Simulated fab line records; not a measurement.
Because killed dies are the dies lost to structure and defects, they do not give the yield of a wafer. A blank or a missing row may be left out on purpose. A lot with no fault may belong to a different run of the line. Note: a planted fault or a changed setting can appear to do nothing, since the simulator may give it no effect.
fab line records | flow nand_harc
record lots=12 | wafers=36 | last_day=33
route steps=1302 shown P_START@1 P_ZERO_WELL@56 P_GATE@122 END@1302
lots that met no fault: taken from a fault-free run of the same line
start_h: hours from the record's opening day to when the first of the lot's shown wafers began | wait_h: hours from the lot's prior step to this one | " same as the row above | L1.1+2: several wafers, shown together as one row | - value missing, or start not given | * or withheld: withheld | < > ~ a bound
route shown NAME@n: NAME is a module with steps in the file, n the number in the route of the first one | usual: the fault-free wafers' mean and standard deviation | same: alike in all rows | chamber/n: place in a boat | sites: the reading at each site | _std_site: how widely they spread, as a standard deviation | _edge_site: outer sites' mean less inner sites' | radius_mm: how far each site lies from the wafer's centre | mask NAME#n: copy n | behind: the tool/chamber that last shaped the wafer | hold: cause of the lot's hold/its duration in hours/its outcome | device: whichever transistor did not switch (one of n, p or np) | end of line: the route-end tests of the same wafers | a step given without rows: its recipe and nothing more | killed: dies lost to structure and defects at the first sort, not the wafer's yield | map: a wafer's dies, marking killed ones x, the rest . and places with no die _
set.NAME: the setting as run; set.NAME@STEP: as run at that earlier step | model.NAME: the simulator's own value behind a step, which no gauge read
route steps across a sampled set of lots; one table per step, one row per wafer
services: from which hour (start_h, from the record's first day; less than 0 if before it) a tool's chamber was out of use, for how many hours, and why
## steps
# step NHARC_P_START_INSPECT_01
# usual raw_defect_count=3.6/2.9
lot.wafer | tool              | chamber | start_h | wait_h | raw_defect_count
L701.1    | defect_inspect-01 | -       | 20.04   | -      | 3
L701.2    | "                 | -       | "       | "      | 4
L701.3    | "                 | -       | "       | "      | 7
L702.1    | defect_inspect-02 | -       | 30.03   | -      | 4
L702.2    | "                 | -       | "       | "      | 0
L702.4    | "                 | -       | "       | "      | 4
L705.1    | defect_inspect-01 | -       | 60.04   | -      | 0
L705.4    | "                 | -       | "       | "      | 1
L705.5    | "                 | -       | "       | "      | 1
L706.4    | defect_inspect-02 | -       | 70.05   | -      | 3
L706.5    | "                 | -       | "       | "      | 3
L706.6    | "                 | -       | "       | "      | 4
L707.1    | defect_inspect-01 | -       | 80.05   | -      | 3
L707.2    | "                 | -       | "       | "      | 3
L707.4    | "                 | -       | "       | "      | 1
L709.2    | defect_inspect-01 | -       | 100.04  | -      | 5
L709.5    | "                 | -       | "       | "      | 2
L709.6    | "                 | -       | "       | "      | 28
L712.2    | defect_inspect-02 | -       | 130.04  | -      | 7
L712.3    | "                 | -       | "       | "      | 4
L712.4    | "                 | -       | "       | "      | 1
L714.2    | defect_inspect-01 | -       | 150.04  | -      | 4
L714.3    | "                 | -       | "       | "      | 4
L714.4    | "                 | -       | "       | "      | 1
L715.2    | defect_inspect-02 | -       | 160.04  | -      | 3
L715.3    | "                 | -       | "       | "      | 0
L715.6    | "                 | -       | "       | "      | 4
L716.1    | defect_inspect-01 | -       | 170.04  | -      | 3
L716.2    | "                 | -       | "       | "      | 2
L716.4    | "                 | -       | "       | "      | 0
L718.1    | defect_inspect-01 | -       | 190.04  | -      | 3
L718.3    | "                 | -       | "       | "      | 7
L718.4    | "                 | -       | "       | "      | 1
L722.1    | defect_inspect-02 | -       | 230.03  | -      | 4
L722.4    | "                 | -       | "       | "      | 2
L722.5    | "                 | -       | "       | "      | 6
# step NHARC_P_ZERO_WELL_EXPOSE_49
# recipe na=0.6 | target_cd_nm=2000 | dose_mj=22.64 | mask_id=P_HVPW
# usual focus_offset_nm=0.1/0.56
lot.wafer | tool           | chamber | start_h | wait_h | mask        | focus_offset_nm
L701.1    | krf_scanner-02 | 0       | 25.71   | -      | P_HVPW#0    | -0.2
L701.2    | "              | 0       | "       | "      | P_HVPW#0    | -0.1
L701.3    | "              | 0       | "       | "      | P_HVPW#0    | -0.1
L702.1    | krf_scanner-01 | 0       | 38.72   | -      | P_HVPW#0    | 0.0
L702.2    | "              | 0       | "       | "      | P_HVPW#0    | -0.1
L702.4    | "              | 0       | "       | "      | P_HVPW#0    | -0.1
L705.1    | krf_scanner-03 | 0       | 65.63   | -      | P_HVPW#0    | -0.4
L705.4    | "              | 0       | "       | "      | P_HVPW#0    | -0.4
L705.5    | "              | 0       | "       | "      | P_HVPW#0    | -0.3
L706.4    | krf_scanner-02 | 0       | 75.73   | -      | P_HVPW#0    | 0.3
L706.5    | "              | 0       | "       | "      | P_HVPW#0    | 0.7
L706.6    | "              | 0       | "       | "      | P_HVPW#0    | 0.0
L707.1    | krf_scanner-02 | 0       | 85.48   | -      | P_HVPW#0    | -0.1
L707.2    | "              | 0       | "       | "      | P_HVPW#0    | -0.8
L707.4    | "              | 0       | "       | "      | P_HVPW#0    | 0.3
L709.2    | krf_scanner-02 | 0       | 105.58  | -      | P_HVPW#0    | 0.4
L709.5    | "              | 0       | "       | "      | P_HVPW#0    | 0.6
L709.6    | "              | 0       | "       | "      | P_HVPW#0    | 0.9
L712.2    | krf_scanner-03 | 0       | 135.48  | -      | P_HVPW#0    | 0.4
L712.3    | "              | 0       | "       | "      | P_HVPW#0    | -0.2
L712.4    | "              | 0       | "       | "      | P_HVPW#0    | 0.1
L714.2    | krf_scanner-02 | 0       | 155.73  | -      | P_HVPW#0    | 0.2
L714.3    | "              | 0       | "       | "      | P_HVPW#0    | 0.8
L714.4    | "              | 0       | "       | "      | P_HVPW#0    | -0.9
L715.2    | krf_scanner-02 | 0       | 165.63  | -      | P_HVPW_R1#0 | -0.9
L715.3    | "              | 0       | "       | "      | P_HVPW_R1#0 | -0.2
L715.6    | "              | 0       | "       | "      | P_HVPW_R1#0 | -0.6
L716.1    | krf_scanner-03 | 0       | 175.63  | -      | P_HVPW#0    | -0.2
L716.2    | "              | 0       | "       | "      | P_HVPW#0    | -0.1
L716.4    | "              | 0       | "       | "      | P_HVPW#0    | -0.2
L718.1    | krf_scanner-03 | 0       | 195.85  | -      | P_HVPW#0    | -0.7
L718.3    | "              | 0       | "       | "      | P_HVPW#0    | -0.5
L718.4    | "              | 0       | "       | "      | P_HVPW#0    | -0.4
L722.1    | krf_scanner-02 | 0       | 235.75  | -      | P_HVPW#0    | 0.8
L722.4    | "              | 0       | "       | "      | P_HVPW#0    | 0.1
L722.5    | "              | 0       | "       | "      | P_HVPW#0    | -0.4
# step NHARC_P_ZERO_WELL_CD_MEAS_52
# recipe target_cd_nm=2000 | landing_energy_ev=500
# usual cd_nm=1999.4/1.2
lot.wafer | tool      | chamber | start_h | wait_h | cd_nm
L701.1    | cd_sem-02 | 0       | 25.87   | -      | 2000.7
L701.2    | "         | 0       | "       | "      | 1998.0
L701.3    | "         | 0       | "       | "      | 2000.4
L702.1    | cd_sem-02 | 0       | 38.87   | -      | 2000.4
L702.2    | "         | 0       | "       | "      | 1999.5
L702.4    | "         | 0       | "       | "      | 1999.9
L705.1    | cd_sem-02 | 0       | 65.79   | -      | 1999.6
L705.4    | "         | 0       | "       | "      | 1997.3
L705.5    | "         | 0       | "       | "      | 1999.9
L706.4    | cd_sem-03 | 0       | 75.88   | -      | 1999.8
L706.5    | "         | 0       | "       | "      | 2000.7
L706.6    | "         | 0       | "       | "      | 1999.7
L707.1    | cd_sem-03 | 0       | 85.64   | -      | 1998.2
L707.2    | "         | 0       | "       | "      | 1997.3
L707.4    | "         | 0       | "       | "      | 1998.3
L709.2    | cd_sem-01 | 0       | 105.74  | -      | 2001.2
L709.5    | "         | 0       | "       | "      | 2000.4
L709.6    | "         | 0       | "       | "      | 2000.1
L712.2    | cd_sem-02 | 0       | 135.64  | -      | 1999.8
L712.3    | "         | 0       | "       | "      | 1998.2
L712.4    | "         | 0       | "       | "      | 1999.9
L714.2    | cd_sem-03 | 0       | 155.88  | -      | 1999.7
L714.3    | "         | 0       | "       | "      | 1999.6
L714.4    | "         | 0       | "       | "      | 1997.9
L715.2    | cd_sem-01 | 0       | 165.78  | -      | 1877.5
L715.3    | "         | 0       | "       | "      | 1877.9
L715.6    | "         | 0       | "       | "      | 1878.5
L716.1    | cd_sem-03 | 0       | 175.80  | -      | 1999.9
L716.2    | "         | 0       | "       | "      | 1997.7
L716.4    | "         | 0       | "       | "      | 1999.3
L718.1    | cd_sem-02 | 0       | 196.00  | -      | 1999.7
L718.3    | "         | 0       | "       | "      | 1998.4
L718.4    | "         | 0       | "       | "      | 1998.3
L722.1    | cd_sem-02 | 0       | 235.91  | -      | 2001.9
L722.4    | "         | 0       | "       | "      | 1999.2
L722.5    | "         | 0       | "       | "      | 2001.6
# step NHARC_P_GATE_CD_MEAS_11
# recipe target_cd_nm=1640 | landing_energy_ev=500
# usual cd_nm=1639.2/1.2
lot.wafer | tool      | chamber | start_h | wait_h | cd_nm
L701.1    | cd_sem-01 | 0       | 85.93   | -      | 1640.7
L701.2    | "         | 0       | "       | "      | 1639.3
L701.3    | "         | 0       | "       | "      | 1638.6
L702.1    | cd_sem-03 | 0       | 92.59   | -      | 1638.1
L702.2    | "         | 0       | "       | "      | 1641.8
L702.4    | "         | 0       | "       | "      | 1640.1
L705.1    | cd_sem-01 | 0       | 117.32  | -      | 1639.7
L705.4    | "         | 0       | "       | "      | 1638.7
L705.5    | "         | 0       | "       | "      | 1640.4
L706.4    | cd_sem-03 | 0       | 133.01  | -      | 1638.6
L706.5    | "         | 0       | "       | "      | 1639.6
L706.6    | "         | 0       | "       | "      | 1637.5
L707.1    | cd_sem-03 | 0       | 141.38  | -      | 1640.6
L707.2    | "         | 0       | "       | "      | 1639.4
L707.4    | "         | 0       | "       | "      | 1639.5
L709.2    | cd_sem-03 | 0       | 155.94  | -      | 1638.3
L709.5    | "         | 0       | "       | "      | 1638.6
L709.6    | "         | 0       | "       | "      | 1637.3
L712.2    | cd_sem-01 | 0       | 188.89  | -      | 1639.7
L712.3    | "         | 0       | "       | "      | 1637.8
L712.4    | "         | 0       | "       | "      | 1638.5
L714.2    | cd_sem-03 | 0       | 203.65  | -      | 1639.3
L714.3    | "         | 0       | "       | "      | 1638.0
L714.4    | "         | 0       | "       | "      | 1638.0
L716.1    | cd_sem-01 | 0       | 226.36  | -      | 1640.3
L716.2    | "         | 0       | "       | "      | 1639.5
L716.4    | "         | 0       | "       | "      | 1639.3
L715.2    | cd_sem-03 | 0       | 226.40  | -      | 1638.1
L715.3    | "         | 0       | "       | "      | 1638.2
L715.6    | "         | 0       | "       | "      | 1637.9
L718.1    | cd_sem-01 | 0       | 253.83  | -      | 1641.0
L718.3    | "         | 0       | "       | "      | 1639.7
L718.4    | "         | 0       | "       | "      | 1638.0
L722.1    | cd_sem-01 | 0       | 295.49  | -      | 1642.8
L722.4    | "         | 0       | "       | "      | 1640.9
L722.5    | "         | 0       | "       | "      | 1640.7
# step NHARC_P_GATE_DESCUM_13
# recipe time_s=3 | o2_flow_sccm=200 | ar_flow_sccm=0 | bias_power_w=0 | chemistry=O2
# usual drypump_motor_current_A=5.8/0.43 | oes_product_au=1.001/0.0076 | rf_vpp_V=57.9/0.86 | showerhead_plenum_p_Torr=1.92/0.077 | throttle_valve_pct=11.310/0.0097
# same time_s=3
lot.wafer | tool        | chamber | start_h | wait_h | drypump_motor_current_A | oes_product_au | rf_hours_counter_h | rf_vpp_V | showerhead_plenum_p_Torr | throttle_valve_pct
L701.2    | rie_diel-10 | 0       | 86.09   | -      | 5.4                     | 0.984          | 0                  | 58.8     | 1.92                     | 11.308
L701.3    | "           | 2       | "       | "      | 6.4                     | 0.986          | 0                  | 59.4     | 1.83                     | 11.299
L701.1    | "           | 3       | "       | "      | 5.1                     | 0.997          | 0                  | 60.0     | 2.06                     | 11.302
L702.2    | rie_diel-09 | 1       | 92.75   | -      | 5.7                     | 1.019          | 6                  | 58.7     | 1.95                     | 11.305
L702.1    | "           | 3       | "       | "      | 5.6                     | 1.008          | 7                  | 57.8     | 1.98                     | 11.304
L702.4    | "           | 0       | "       | "      | 6.0                     | 1.007          | 7                  | 57.1     | 1.80                     | 11.317
L705.1    | rie_diel-10 | 1       | 117.48  | -      | 6.3                     | 1.019          | 2                  | 57.3     | 1.95                     | 11.325
L705.4    | "           | 2       | "       | "      | 6.4                     | 1.002          | 2                  | 56.1     | 1.83                     | 11.309
L705.5    | "           | 2       | "       | "      | 6.4                     | 1.003          | -                  | 57.6     | 1.83                     | 11.301
L706.4    | rie_diel-10 | 0       | 133.19  | -      | 5.4                     | 1.011          | 3                  | 56.2     | 1.91                     | 11.306
L706.6    | "           | 2       | "       | "      | 6.5                     | 1.003          | -                  | 56.8     | 1.83                     | 11.308
L706.5    | "           | 3       | "       | "      | 5.1                     | 0.998          | -                  | 59.6     | 2.06                     | 11.317
L707.2    | rie_diel-13 | 3       | 141.54  | -      | 5.1                     | 1.006          | 9                  | 57.6     | 1.85                     | 11.324
L707.1    | "           | 0       | "       | "      | 5.9                     | 1.005          | 9                  | 58.3     | 1.91                     | 11.297
L707.4    | "           | 1       | "       | "      | 5.8                     | 0.988          | 9                  | 57.2     | 2.02                     | 11.298
L709.2    | rie_diel-09 | 2       | 156.09  | -      | 5.3                     | 1.006          | 0                  | 58.1     | 1.83                     | 11.317
L709.5    | "           | 2       | "       | "      | 5.2                     | 1.004          | -                  | 57.8     | 1.83                     | 11.290
L709.6    | "           | 3       | "       | "      | 5.6                     | 0.993          | -                  | 59.0     | 1.98                     | 11.318
L712.4    | rie_diel-09 | 0       | 189.04  | -      | 6.0                     | 0.999          | 2                  | 57.2     | 1.80                     | 11.291
L712.3    | "           | 2       | "       | "      | 5.2                     | 1.004          | 3                  | 57.7     | 1.83                     | 11.334
L712.2    | "           | 3       | "       | "      | 5.6                     | 1.003          | 3                  | 57.2     | 1.98                     | 11.303
L714.2    | rie_diel-10 | 2       | 203.81  | -      | 6.4                     | 0.992          | 7                  | 58.0     | 1.83                     | 11.306
L714.3    | "           | 2       | "       | "      | 6.4                     | 1.000          | -                  | 56.2     | 1.83                     | 11.316
L714.4    | "           | 0       | "       | "      | 5.4                     | 1.002          | -                  | 56.5     | 1.91                     | 11.319
L716.2    | rie_diel-10 | 1       | 226.54  | -      | 6.3                     | 1.005          | 9                  | 58.2     | 1.95                     | 11.292
L716.1    | "           | 2       | "       | "      | 6.4                     | 1.001          | 9                  | 57.1     | 1.83                     | 11.301
L716.4    | "           | 1       | "       | "      | 6.3                     | 1.005          | -                  | 58.6     | 1.95                     | 11.309
L715.2    | rie_diel-13 | 2       | 226.57  | -      | 6.3                     | 0.999          | 3                  | 58.0     | 2.00                     | 11.313
L715.3    | "           | 3       | "       | "      | 5.1                     | 0.999          | 3                  | 57.9     | 1.85                     | 11.300
L715.6    | "           | 2       | "       | "      | 6.3                     | 1.010          | -                  | 57.5     | 2.00                     | 11.328
L718.1    | rie_diel-13 | 1       | 253.99  | -      | 5.8                     | 0.991          | 5                  | 58.1     | 2.02                     | 11.316
L718.4    | "           | 2       | "       | "      | 6.3                     | 1.006          | 6                  | 57.9     | 2.00                     | 11.309
L718.3    | "           | 0       | "       | "      | 5.9                     | 0.993          | 5                  | 57.6     | 1.91                     | 11.316
L722.4    | rie_diel-13 | 2       | 295.66  | -      | 6.3                     | 1.021          | 9                  | 57.2     | 2.00                     | 11.302
L722.1    | "           | 0       | "       | "      | 5.9                     | 1.015          | 8                  | 56.7     | 1.91                     | 11.302
L722.5    | "           | 1       | "       | "      | 5.8                     | 1.002          | -                  | 58.7     | 2.01                     | 11.317
# step NHARC_END_SORT_01
# recipe temp_c=25
# usual killed_at_array=52/17 | killed_at_other=0.8/1.1 | killed_at_periphery=3.2/2.2 | killed_dies=57/17 | killed_open=3.4/1.8 | killed_short=2.4/1.6
# same gross_dies=677
lot.wafer | tool      | chamber | start_h | wait_h | killed_at_array | killed_at_other | killed_at_periphery | killed_dies | killed_open | killed_short
L715.2    | prober-02 | 0       | 703.16  | 2.8    | 39              | 1               | 5                   | 45          | 2           | 2
L715.3    | prober-02 | 0       | 703.96  | 3.1    | 49              | 1               | 3                   | 53          | 1           | 3
L715.6    | prober-02 | 0       | 706.37  | 4.0    | 43              | 1               | 8                   | 52          | 5           | 3
# killed by level:class
L715.2 A_CHANNEL_HOLE_D1:chamber_film_flake=21 A_CONTACT:chamber_film_flake=6 P_GATE:chamber_film_flake=4 A_WL_FILL:chamber_film_flake=3 A_STAIRCASE:chamber_film_flake=2 A_SLIT:chamber_film_flake=2 P_CONTACT:geometric_particle:short=1 A_SOURCE_PLATE:geometric_particle:short=1
L715.3 A_CHANNEL_HOLE_D1:chamber_film_flake=28 A_CONTACT:chamber_film_flake=10 A_SLIT:chamber_film_flake=6 P_GATE:chamber_film_flake=3 A_ONON_D1:geometric_particle:open=1 A_DECK1_JOINT:geometric_particle:short=1 A_CHANNEL_FILL_D2:geometric_particle:short=1 A_WL_FILL:geometric_particle:short=1
L715.6 A_CHANNEL_HOLE_D1:chamber_film_flake=29 P_GATE:chamber_film_flake=5 A_SLIT:chamber_film_flake=4 A_CONTACT:chamber_film_flake=3 P_CONTACT:geometric_particle:open=2 A_ONON_D1:geometric_particle:short=2 A_STAIRCASE:chamber_film_flake=2 P_GATE:geometric_particle:open=1
## services
tool           | chamber | start_h | hours | kind
rie_diel-13    | 3       | 16.06   | 8.8   | repair
rie_diel-10    | 2       | 30.54   | 6.5   | repair
rie_diel-09    | -       | 38.26   | 0.2   | repair
krf_scanner-03 | -       | 52.00   | 4.0   | pm
rie_diel-10    | 3       | 59.15   | 12.9  | repair
rie_diel-10    | -       | 66.59   | 9.0   | pm
krf_scanner-03 | -       | 76.88   | 3.2   | repair
krf_scanner-02 | -       | 94.00   | 4.0   | pm
rie_diel-10    | 3       | 95.16   | 5.2   | repair
rie_diel-10    | 3       | 105.21  | 7.2   | repair
krf_scanner-03 | -       | 106.41  | 0.5   | repair
rie_diel-13    | 2       | 114.81  | 2.6   | repair
krf_scanner-03 | -       | 129.02  | 0.5   | repair
rie_diel-09    | 1       | 129.27  | 5.9   | repair
rie_diel-10    | 3       | 140.09  | 128.0 | repair
rie_diel-13    | 2       | 142.30  | 4.0   | repair
rie_diel-09    | -       | 143.75  | 9.0   | pm
krf_scanner-03 | -       | 147.03  | 11.7  | repair
rie_diel-13    | -       | 165.04  | 9.0   | pm
rie_diel-10    | 1       | 196.41  | 7.7   | repair
krf_scanner-03 | -       | 213.61  | 2.0   | repair
krf_scanner-03 | -       | 224.00  | 4.0   | pm
rie_diel-10    | -       | 243.62  | 9.0   | pm
krf_scanner-02 | -       | 266.00  | 4.0   | pm
## key
first_sign step=NHARC_P_ZERO_WELL_EXPOSE_49 | reading=mask | direction=changed
effect step=NHARC_P_ZERO_WELL_CD_MEAS_52 | reading=cd_nm | direction=down | sigmas=99+ | usual=1999.4 | struck=1877.9
met_at NHARC_P_ZERO_WELL_EXPOSE_49
struck_lots L715
tester_left_out L715
not_acting_at NHARC_P_START_INSPECT_01,NHARC_P_GATE_CD_MEAS_11,NHARC_P_GATE_DESCUM_13
onset_between 155.73 165.63
fault kind=wrong_mask | tool=any | chamber=- | onset_h=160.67 | steps=NHARC_P_ZERO_WELL_EXPOSE_49 | aux_copy=P_HVPW_R1#0 | cd_offset_nm=-121.29 | scope=struck_lots_only
# tester_left_out: of these lots the tester's yield and bins aren't shown, on N5 and GAA mostly nor the transistor test; their killed dies are dies lost to structure and defects alone, not to doping, threshold or leakage, so they don't give the yield
